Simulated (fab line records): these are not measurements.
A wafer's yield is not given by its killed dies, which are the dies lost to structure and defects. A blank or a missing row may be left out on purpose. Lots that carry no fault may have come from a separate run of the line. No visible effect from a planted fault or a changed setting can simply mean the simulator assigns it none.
Chamber matching	flow nand_harc	NHARC_A_CONTACT_DEP_85 on pecvd-04 has 3 sister chambers
The step deposits SiON, target thk 60 nm. 3 wafers are shown with their chamber, then 8 later ones without.

## EACH WAFER AND ITS CHAMBER
wafer	chamber	showerhead_vpp_V (V)
L421.5	2	1151
L430.4	0	1078
L431.2	1	1212

## WAFERS WITH NO CHAMBER GIVEN
wafer	showerhead_vpp_V (V)
L431.5	1190
L431.6	1146
L432.1	1212
L432.4	1249
L432.5	1056
L436.1	1068
L436.3	1149
L436.5	1129

## THE CHAMBER EACH PASSED THROUGH
wafer	from the rows above	in truth
L431.5	can't be placed: 1 or 2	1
L431.6	2	2
L432.1	1	1
L432.4	1	1
L432.5	0	0
L436.1	0	0
L436.3	2	2
L436.5	can't be placed: 2 or 0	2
Correctly placed: 6 of 8. From these rows, 2 cannot be placed; in 2 the true chamber is one of the candidates. Number placed wrongly: 0.
How it was worked out, from the rows above alone: a wafer's distance from a chamber is the root of the sum, over the readings, of the square of ((its reading less the chamber's mean) divided by the reading's scatter). If the next closest chamber is less than 2 further off than the closest, the wafer can't be placed; otherwise it belongs to the closest. The mean given for a chamber averages the wafers shown for that chamber. The scatter: root of mean squared gap, hidden wafer to nearest shown wafer, with one shown wafer a chamber.
